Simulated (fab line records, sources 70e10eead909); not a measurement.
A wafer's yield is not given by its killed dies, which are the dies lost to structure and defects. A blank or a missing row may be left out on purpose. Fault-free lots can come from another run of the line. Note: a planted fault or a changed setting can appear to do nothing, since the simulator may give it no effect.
Which tool is to blame? -- flow nandHarc -- Sampling: 24 lots, 72 wafers, 6 of 1302 route steps

WHAT THE GAUGES SHOWED, per wafer
No reading from a measuring or inspecting step in the record can be judged against a usual standard deviation.

TOOL THAT RAN EACH LOT (tool first, then ch and the chambers of the sampled wafers, then the start)
lot,NHARC_P_GATE_STRIP_76,NHARC_P_CONTACT_DEP_30,NHARC_P_CONTACT_DEGAS_38,NHARC_P_CONTACT_CMP_24,NHARC_P_M0_DEGAS_28,NHARC_P_M1_DESCUM_14
L074,"plasmaAsher-02 ch 0,1, day 5 11:52","pecvd-04 ch 0,2, day 5 15:58","pvdSputter-01, day 5 19:14","cmp-01 ch 2,3, day 5 20:21","pvdSputter-01, day 5 22:41","rieDiel-06 ch 0,1,3, day 6 01:56"
L075,"plasmaAsher-01 ch 0,1, day 6 00:46","pecvd-01 ch 0,1,2, day 6 04:52","pvdSputter-02, day 6 08:08","cmp-04 ch 0,1,3, day 6 09:49","pvdSputter-03, day 6 12:05","rieDiel-09 ch 0,1,2, day 6 15:13"
L076,"plasmaAsher-02 ch 0,1, day 6 11:28","pecvd-04 ch 0,1,2, day 6 15:34","pvdSputter-03, day 6 18:55","cmp-02 ch 1,2,3, day 6 20:01","pvdSputter-01, day 6 22:34","rieDiel-06 ch 0,1,2, day 7 01:43"
L077,"plasmaAsher-02 ch 0,1, day 7 00:28","pecvd-01 ch 0,1,2, day 7 04:40","pvdSputter-03, day 7 07:49","cmp-02 ch 0,2,3, day 7 08:57","pvdSputter-03, day 7 11:25","rieDiel-09 ch 1,2, day 7 14:32"
L078,"plasmaAsher-02 ch 0,1, day 7 04:58","pecvd-03 ch 1,2, day 7 09:14","pvdSputter-01, day 7 12:33","cmp-02 ch 0,1, day 7 13:41","pvdSputter-03, day 7 16:11","rieDiel-11 ch 0,1,3, day 7 19:21"
L079,"plasmaAsher-01 ch 1, day 7 17:22","pecvd-01 ch 0,2, day 7 21:25","pvdSputter-03, day 8 00:46","cmp-01 ch 0,1,2, day 8 01:54","pvdSputter-02, day 8 04:14","rieDiel-11 ch 1,2,3, day 8 07:41"
L080,"plasmaAsher-02 ch 0,1, day 8 02:13","pecvd-03 ch 1,2, day 8 06:20","pvdSputter-02, day 8 09:32","cmp-01 ch 1,2,3, day 8 10:37","pvdSputter-01, day 8 13:12","rieDiel-11 ch 1,2,3, day 8 16:36"
L081,"plasmaAsher-02 ch 0,1, day 8 13:07","pecvd-04 ch 0,1, day 8 17:10","pvdSputter-01, day 8 20:52","cmp-01 ch 0,1,3, day 8 22:33","pvdSputter-02, day 9 00:56","rieDiel-06 ch 0,2,3, day 9 04:02"
L082,"plasmaAsher-01 ch 0,1, day 9 01:38","pecvd-03 ch 0,1,2, day 9 06:00","pvdSputter-02, day 9 09:12","cmp-02 ch 1,3, day 9 10:17","pvdSputter-03, day 9 12:46","rieDiel-09 ch 1,3, day 9 15:56"
L083,"plasmaAsher-02 ch 0, day 9 06:01","pecvd-01 ch 0,1,2, day 9 10:01","pvdSputter-02, day 9 13:11","cmp-01 ch 2,3, day 9 14:19","pvdSputter-02, day 9 16:34","rieDiel-11 ch 0,1,2, day 9 19:36"
L084,"plasmaAsher-02 ch 0,1, day 9 23:32","pecvd-03 ch 0,2, day 10 03:37","pvdSputter-02, day 10 07:01","cmp-01 ch 2,3, day 10 08:07","pvdSputter-02, day 10 10:33","rieDiel-11 ch 0,1,3, day 10 13:50"
L085,"plasmaAsher-01 ch 0,1, day 10 05:38","pecvd-04 ch 0,1, day 10 09:49","pvdSputter-02, day 10 12:57","cmp-02 ch 0,1, day 10 14:04","pvdSputter-02, day 10 16:20","rieDiel-06 ch 1,2,3, day 10 19:37"
L086,"plasmaAsher-01 ch 0,1, day 10 20:07","pecvd-04 ch 0,1, day 11 00:14","pvdSputter-03, day 11 03:36","cmp-02 ch 1,2, day 11 04:46","pvdSputter-01, day 11 07:24","rieDiel-11 ch 1,2,3, day 11 10:44"
L087,"plasmaAsher-02 ch 0,1, day 10 21:17","pecvd-04 ch 0,1, day 11 01:28","pvdSputter-01, day 11 04:55","cmp-04 ch 1,2,3, day 11 06:01","pvdSputter-02, day 11 08:37","rieDiel-11 ch 0,2,3, day 11 11:55"
L089,"plasmaAsher-01 ch 0,1, day 12 02:11","pecvd-01 ch 0,1,2, day 12 06:11","pvdSputter-03, day 12 09:31","cmp-01 ch 0,1,2, day 12 11:00","pvdSputter-01, day 12 13:17","rieDiel-11 ch 0,1,3, day 12 16:16"
L088,"plasmaAsher-01 ch 0,1, day 12 03:16","pecvd-03 ch 0,1,2, day 12 07:18","pvdSputter-01, day 12 10:40","cmp-04 ch 0,2,3, day 12 11:49","pvdSputter-02, day 12 14:10","rieDiel-06 ch 0,1, day 12 17:18"
L091,"plasmaAsher-01 ch 0,1, day 12 21:43","pecvd-03 ch 0,2, day 13 01:47","pvdSputter-03, day 13 05:06","cmp-01 ch 0,1,3, day 13 06:11","pvdSputter-03, day 13 08:35","rieDiel-06 ch 0,1,2, day 13 11:44"
L090,"plasmaAsher-01 ch 0,1, day 12 22:19","pecvd-03 ch 0,1,2, day 13 02:41","pvdSputter-01, day 13 05:53","cmp-04 ch 0,3, day 13 06:58","pvdSputter-02, day 13 09:22","rieDiel-11 ch 0,1,3, day 13 12:23"
L092,"plasmaAsher-01 ch 0,1, day 13 13:57","pecvd-01 ch 0,1,2, day 13 18:17","pvdSputter-03, day 13 21:35","cmp-02 ch 0,1,2, day 13 22:56","pvdSputter-03, day 14 01:20","rieDiel-06 ch 1,2,3, day 14 04:31"
L094,"plasmaAsher-01 ch 0,1, day 14 01:23","pecvd-04 ch 0,1, day 14 05:41","pvdSputter-03, day 14 08:52","cmp-01 ch 0,2,3, day 14 10:01","pvdSputter-03, day 14 12:23","rieDiel-11 ch 1,2,3, day 14 15:32"
L095,"plasmaAsher-01 ch 0,1, day 14 02:05","pecvd-03 ch 0,1,2, day 14 06:26","pvdSputter-01, day 14 09:42","cmp-04 ch 0,1, day 14 10:50","pvdSputter-01, day 14 13:18","rieDiel-11 ch 1,3, day 14 16:28"
L093,"plasmaAsher-02 ch 0,1, day 14 07:42","pecvd-04 ch 0,1, day 14 11:44","pvdSputter-01, day 14 15:02","cmp-02 ch 0,3, day 14 16:11","pvdSputter-02, day 14 18:28","rieDiel-11 ch 0,1,2, day 14 21:36"
L096,"plasmaAsher-01 ch 0,1, day 14 16:11","pecvd-01 ch 0,2, day 14 20:15","pvdSputter-01, day 14 23:35","cmp-01 ch 1,2,3, day 15 01:01","pvdSputter-02, day 15 03:43","rieDiel-06 ch 0,1, day 15 06:51"
L097,"plasmaAsher-01 ch 0,1, day 15 04:10","pecvd-04 ch 1,2, day 15 08:13","pvdSputter-03, day 15 11:34","cmp-04 ch 0,1,3, day 15 12:39","pvdSputter-01, day 15 15:01","rieDiel-06 ch 0,3, day 15 18:08"
- NHARC_P_GATE_STRIP_76: strips in O2.
- NHARC_P_CONTACT_DEP_30: deposits SiNx, target thk 30 nm.
- NHARC_P_CONTACT_DEGAS_38: time 60 s.
- NHARC_P_CONTACT_CMP_24: polishes, t overpolish 30 s, target thk 200 nm.
- NHARC_P_M0_DEGAS_28: time 60 s.
- NHARC_P_M1_DESCUM_14: chemistry O2, time 3 s.

WHAT THE TOOLS THEMSELVES READ (means of the sampled wafers that have a number; where no wafer has one, the mark that the record gives instead)
NHARC_P_GATE_STRIP_76.
lot,tool,drypumpMotorCurrentA (A),heaterPowerW (W)
L074,plasmaAsher-02,5.3,334
L075,plasmaAsher-01,5.4,333
L076,plasmaAsher-02,5.4,344
L077,plasmaAsher-02,5.4,347
L078,plasmaAsher-02,5.4,346
L079,plasmaAsher-01,6.5,307
L080,plasmaAsher-02,5.3,338
L081,plasmaAsher-02,5.3,337
L082,plasmaAsher-01,6.0,327
L083,plasmaAsher-02,5.5,358
L084,plasmaAsher-02,5.3,336
L085,plasmaAsher-01,6.0,322
L086,plasmaAsher-01,5.4,335
L087,plasmaAsher-02,5.4,351
L089,plasmaAsher-01,6.0,323
L088,plasmaAsher-01,5.4,331
L091,plasmaAsher-01,6.0,326
L090,plasmaAsher-01,6.0,322
L092,plasmaAsher-01,6.0,326
L094,plasmaAsher-01,6.0,322
L095,plasmaAsher-01,5.4,336
L093,plasmaAsher-02,5.3,327
L096,plasmaAsher-01,6.0,322
L097,plasmaAsher-01,6.0,330

NHARC_P_CONTACT_DEP_30.
lot,tool,heaterPowerW (W)
L074,pecvd-04,679
L075,pecvd-01,812
L076,pecvd-04,653
L077,pecvd-01,849
L078,pecvd-03,746
L079,pecvd-01,755
L080,pecvd-03,782
L081,pecvd-04,663
L082,pecvd-03,714
L083,pecvd-01,836
L084,pecvd-03,642
L085,pecvd-04,668
L086,pecvd-04,648
L087,pecvd-04,755
L089,pecvd-01,789
L088,pecvd-03,705
L091,pecvd-03,643
L090,pecvd-03,693
L092,pecvd-01,786
L094,pecvd-04,750
L095,pecvd-03,707
L093,pecvd-04,700
L096,pecvd-01,720
L097,pecvd-04,634

NHARC_P_CONTACT_DEGAS_38.
lot,tool,heaterPowerW (W)
L074,pvdSputter-01,455
L075,pvdSputter-02,451
L076,pvdSputter-03,453
L077,pvdSputter-03,441
L078,pvdSputter-01,437
L079,pvdSputter-03,441
L080,pvdSputter-02,464
L081,pvdSputter-01,431
L082,pvdSputter-02,457
L083,pvdSputter-02,452
L084,pvdSputter-02,466
L085,pvdSputter-02,449
L086,pvdSputter-03,452
L087,pvdSputter-01,439
L089,pvdSputter-03,465
L088,pvdSputter-01,452
L091,pvdSputter-03,475
L090,pvdSputter-01,446
L092,pvdSputter-03,480
L094,pvdSputter-03,460
L095,pvdSputter-01,441
L093,pvdSputter-01,438
L096,pvdSputter-01,437
L097,pvdSputter-03,454

NHARC_P_CONTACT_CMP_24.
lot,tool,edgeZonePressureFrac,motorCurrentA (A),overpolishRunS (s),timeToEndpointS (s)
L074,cmp-01,0.998,10.7,29.998,41.8
L075,cmp-04,0.999,11.6,29.995,41.6
L076,cmp-02,1.001,12.2,30.004,43.7
L077,cmp-02,0.999,11.6,30.004,39.1
L078,cmp-02,1.001,10.9,29.984,40.4
L079,cmp-01,0.997,12.0,29.999,44.0
L080,cmp-01,1.003,11.4,30.010,44.0
L081,cmp-01,0.995,12.2,30.005,40.8
L082,cmp-02,0.997,12.6,29.990,40.1
L083,cmp-01,1.002,11.1,30.001,43.9
L084,cmp-01,1.003,10.7,29.999,41.4
L085,cmp-02,0.995,12.4,30.003,41.0
L086,cmp-02,0.997,11.7,29.998,39.0
L087,cmp-04,1.001,11.4,30.013,41.2
L089,cmp-01,0.996,12.3,30.002,42.0
L088,cmp-04,0.996,11.3,29.992,41.5
L091,cmp-01,1.007,12.0,29.999,40.1
L090,cmp-04,1.001,12.1,30.000,41.9
L092,cmp-02,1.000,11.5,30.000,40.8
L094,cmp-01,1.005,11.2,30.008,38.8
L095,cmp-04,0.994,11.0,29.997,39.9
L093,cmp-02,1.000,11.2,30.003,38.8
L096,cmp-01,1.008,11.6,30.004,37.8
L097,cmp-04,1.001,11.3,29.994,40.4

NHARC_P_M0_DEGAS_28.
lot,tool,heaterPowerW (W)
L074,pvdSputter-01,307
L075,pvdSputter-03,315
L076,pvdSputter-01,322
L077,pvdSputter-03,321
L078,pvdSputter-03,323
L079,pvdSputter-02,327
L080,pvdSputter-01,331
L081,pvdSputter-02,328
L082,pvdSputter-03,316
L083,pvdSputter-02,328
L084,pvdSputter-02,345
L085,pvdSputter-02,315
L086,pvdSputter-01,326
L087,pvdSputter-02,336
L089,pvdSputter-01,323
L088,pvdSputter-02,338
L091,pvdSputter-03,338
L090,pvdSputter-02,354
L092,pvdSputter-03,332
L094,pvdSputter-03,334
L095,pvdSputter-01,320
L093,pvdSputter-02,341
L096,pvdSputter-02,356
L097,pvdSputter-01,320

NHARC_P_M1_DESCUM_14.
lot,tool,drypumpMotorCurrentA (A),oesProductAu (a.u.),rfVppV (V),showerheadPlenumPTorr (Torr),throttleValvePct (%)
L074,rieDiel-06,5.6,1.000,57.8,1.92,11.310
L075,rieDiel-09,5.5,0.990,57.6,1.90,11.308
L076,rieDiel-06,5.3,0.996,58.9,1.98,11.313
L077,rieDiel-09,5.7,1.000,57.5,1.91,11.306
L078,rieDiel-11,5.6,1.006,57.1,1.94,11.309
L079,rieDiel-11,5.8,0.996,57.7,1.91,11.315
L080,rieDiel-11,5.9,0.997,57.9,1.91,11.312
L081,rieDiel-06,5.3,0.996,58.2,1.94,11.310
L082,rieDiel-09,5.8,1.003,56.9,1.86,11.305
L083,rieDiel-11,6.0,1.000,57.7,1.86,11.315
L084,rieDiel-11,5.6,1.000,57.6,1.94,11.307
L085,rieDiel-06,5.4,0.999,57.5,1.95,11.296
L086,rieDiel-11,5.8,1.001,58.0,1.91,11.314
L087,rieDiel-11,5.9,1.000,58.3,1.89,11.314
L089,rieDiel-11,5.6,1.001,58.7,1.94,11.298
L088,rieDiel-06,5.5,0.998,58.2,1.95,11.319
L091,rieDiel-06,5.3,0.996,58.2,1.97,11.309
L090,rieDiel-11,5.6,0.996,58.2,1.94,11.302
L092,rieDiel-06,5.5,0.999,58.4,1.95,11.318
L094,rieDiel-11,5.8,1.004,57.1,1.91,11.311
L095,rieDiel-11,5.6,1.005,57.9,1.95,11.313
L093,rieDiel-11,6.0,0.994,57.7,1.86,11.296
L096,rieDiel-06,5.5,0.998,58.2,1.95,11.316
L097,rieDiel-06,5.6,1.003,57.5,1.87,11.309

THE ANSWER, worked out from the rows above alone
Rule: usual is defined by the lots themselves. Put in order of their means at a reading, lots are off if they are a third of the lots or fewer, leave a main group of 4 or more, and stand apart from it by a gap of 3 or more times the standard deviation of the main group's means; of several such gaps the widest counts. If all means in a main group match to the digits the tables above print for the reading, that group is not used. Also off: a lot with no number at a reading for which 4 or more lots have one. All remaining lots with rows at the step are treated as sound. Order of review: gauges by route order, followed by the tools' own readings, for which a lot's mean as printed above is used. At the first step where some lot is off, the reading lying furthest off is the one used; lots without a number count as furthest.
Across all readings shown, no lot is off: no conclusion can be drawn from this.

WHAT WAS PUT IN BY THE SIMULATOR
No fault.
